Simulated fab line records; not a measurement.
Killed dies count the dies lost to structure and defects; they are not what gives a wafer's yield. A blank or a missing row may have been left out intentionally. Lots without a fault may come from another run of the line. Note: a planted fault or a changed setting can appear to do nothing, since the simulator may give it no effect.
Matching of chambers	flow n5_finfet	4 sister chambers for N5_BEOL_M11_ETCH_66 on rie_diel-06
The step etches SOC in N2/H2, target depth 120 nm, overetch 24 nm, time 180 s. 4 wafers are shown with their chamber, then 7 later ones without.

WAFERS PAIRED WITH THEIR CHAMBERS
wafer	chamber	showerhead_plenum_p_Torr (Torr)
L082.4	2	2.48
L091.3	0	2.54
L092.2	1	2.63
L092.3	3	2.57

WAFERS MISSING THEIR CHAMBER
wafer	showerhead_plenum_p_Torr (Torr)
L092.5	2.63
L095.1	2.56
L095.2	2.47
L095.6	2.62
L097.4	2.62
L097.5	2.47
L097.6	2.56

WHICH CHAMBER EACH ONE RAN IN
wafer	from the rows above	in truth
L092.5	1	1
L095.1	can't be placed: 3 or 0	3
L095.2	2	2
L095.6	1	1
L097.4	1	1
L097.5	2	2
L097.6	can't be placed: 3 or 0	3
5 of 7 placed correctly. Can't be placed from these rows: 2 (the true chamber is among the candidates in 2). Placed wrongly: 0.
How it was worked out, from the rows above alone: a wafer's distance from a chamber is the root of the sum, over the readings, of the square of ((its reading less the chamber's mean) divided by the reading's scatter). The wafer belongs to the nearest chamber; if the next one is less than 2 further off, it can't be placed. A chamber's mean is the mean of its shown wafers. The scatter: root of mean squared gap, hidden wafer to nearest shown wafer, with one shown wafer a chamber.
